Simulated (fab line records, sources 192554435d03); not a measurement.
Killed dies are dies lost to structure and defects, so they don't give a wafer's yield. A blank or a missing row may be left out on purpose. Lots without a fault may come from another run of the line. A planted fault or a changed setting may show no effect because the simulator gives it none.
Split-lot experiment | flow n5_finfet | 7 lots, 39 wafers read, on a route of 1938 steps

THE SPLIT
At N5_HKMG_FIN_ALD_71 (deposits TiN, target thk 1 nm, pulse time 1 s, purge time 3 s), the setting ald_cycles was moved away from the recipe's 47 on 12 of the 39 wafers read, by -29.8% to -21.3%. The other wafers ran this setting at the recipe's value.

The reading is taken at the split's own step.

THE READING
TiN_of_HKMG_FIN_ALD_71.thk_nm (the simulator's own value, which no gauge read), in nm, at N5_HKMG_FIN_ALD_71 (deposits TiN, target thk 1 nm, pulse time 1 s, purge time 3 s). The file gives no usual value for it.

wafer  | tool, chamber at the split | ald_cycles as run | against the recipe | TiN_of_HKMG_FIN_ALD_71.thk_nm, nm | against lot-mates on the recipe
L075.1 | ald_metal-01, 3,0,3        | 33                | -29.8%             | 0.8                               | -0.2
L075.4 | ald_metal-01, 3,0,3        | 33                | -29.8%             | 0.8                               | -0.2
L075.5 | ald_metal-01, 3,0,3        | 33                | -29.8%             | 0.8                               | -0.2
L075.2 | ald_metal-01, 2,1,0        | 47                | recipe             | 1                                 | -
L075.3 | ald_metal-01, 2,1,0        | 47                | recipe             | 1                                 | -
L075.6 | ald_metal-01, 2,1,0        | 47                | recipe             | 1                                 | -
L078.1 | ald_metal-04, 2,1,0        | 37                | -21.3%             | 0.8                               | -0.2
L078.3 | ald_metal-04, 2,1,0        | 37                | -21.3%             | 0.8                               | -0.2
L078.5 | ald_metal-04, 2,1,0        | 37                | -21.3%             | 0.8                               | -0.2
L078.2 | ald_metal-04, 3,0,3        | 47                | recipe             | 1                                 | -
L078.4 | ald_metal-04, 3,0,3        | 47                | recipe             | 1                                 | -
L078.6 | ald_metal-04, 3,0,3        | 47                | recipe             | 1                                 | -
L080.1 | ald_metal-04, 1,0,2        | 33                | -29.8%             | 0.8                               | -0.2
L080.2 | ald_metal-04, 1,0,2        | 33                | -29.8%             | 0.8                               | -0.2
L080.4 | ald_metal-04, 1,0,2        | 33                | -29.8%             | 0.8                               | -0.2
L080.3 | ald_metal-04, 3,3,0        | 47                | recipe             | 1                                 | -
L080.5 | ald_metal-04, 3,3,0        | 47                | recipe             | 1                                 | -
L080.6 | ald_metal-04, 3,3,0        | 47                | recipe             | 1                                 | -
L084.2 | ald_metal-02, 2,0,1        | 47                | recipe             | 1                                 | -
L084.4 | ald_metal-02, 2,0,1        | 47                | recipe             | 1                                 | -
L084.6 | ald_metal-02, 2,0,1        | 47                | recipe             | 1                                 | -
L088.1 | ald_metal-02, 3,2,0,0,3,2  | 47                | recipe             | 1                                 | -
L088.2 | ald_metal-02, 3,2,0,0,3,2  | 47                | recipe             | 1                                 | -
L088.3 | ald_metal-02, 3,2,0,0,3,2  | 47                | recipe             | 1                                 | -
L088.4 | ald_metal-02, 3,2,0,0,3,2  | 47                | recipe             | 1                                 | -
L088.5 | ald_metal-02, 3,2,0,0,3,2  | 47                | recipe             | 1                                 | -
L088.6 | ald_metal-02, 3,2,0,0,3,2  | 47                | recipe             | 1                                 | -
L096.1 | ald_metal-01, 3,1,2,0,2,3  | 47                | recipe             | 1                                 | -
L096.2 | ald_metal-01, 3,1,2,0,2,3  | 47                | recipe             | 1                                 | -
L096.3 | ald_metal-01, 3,1,2,0,2,3  | 47                | recipe             | 1                                 | -
L096.4 | ald_metal-01, 3,1,2,0,2,3  | 47                | recipe             | 1                                 | -
L096.5 | ald_metal-01, 3,1,2,0,2,3  | 47                | recipe             | 1                                 | -
L096.6 | ald_metal-01, 3,1,2,0,2,3  | 47                | recipe             | 1                                 | -
L097.1 | ald_metal-01, 0,0,3        | 33                | -29.8%             | 0.6                               | -0.4
L097.5 | ald_metal-01, 0,0,3        | 33                | -29.8%             | 0.6                               | -0.4
L097.6 | ald_metal-01, 0,0,3        | 33                | -29.8%             | 0.6                               | -0.4
L097.2 | ald_metal-01, 1,2,3        | 47                | recipe             | 1                                 | -
L097.3 | ald_metal-01, 1,2,3        | 47                | recipe             | 1                                 | -
L097.4 | ald_metal-01, 1,2,3        | 47                | recipe             | 1                                 | -
Where a row lists several chambers, the file gives one row for several wafers and doesn't say which wafer went through which chamber.

THE FIT
A straight line over all 39 wafers: TiN_of_HKMG_FIN_ALD_71.thk_nm changes by +0.00901 nm for each +1% of ald_cycles; r = +0.93; the points scatter about the line by 0.047 nm.
The same after taking each lot's own level away (the mean of its wafers on the recipe; 39 wafers): +0.00901 nm for each +1%; r = +0.93; scatter 0.047 nm.
On that fit, the largest move of ald_cycles shifts the reading by 0.27 nm.
The lots' own levels span 1.00 to 1.00 nm.
So the lot-to-lot level changes the slope little: the two slopes agree.
Check: with one of the wafers moved furthest among these (-29.8%) left out of the fit, the line predicts -0.276 nm for it against its lot-mates. It came out at -0.2 nm against them.

OTHER SPLITS ON THESE WAFERS
These wafers also went through other splits before the reading. Each is held against what the fit with the lots' levels taken away leaves over:
other split on the same wafers | wafers away from the commonest value | r with TiN_of_HKMG_FIN_ALD_71.thk_nm (lot level and that fit taken away)
N5_FIN_SAQP_HM_DEP_03 time_s   | 15                                   | +0.09

THE FILE'S OWN FIT
TiN_of_HKMG_FIN_ALD_71.thk_nm changes by +0.00902 nm for each +1% of ald_cycles, r = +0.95.
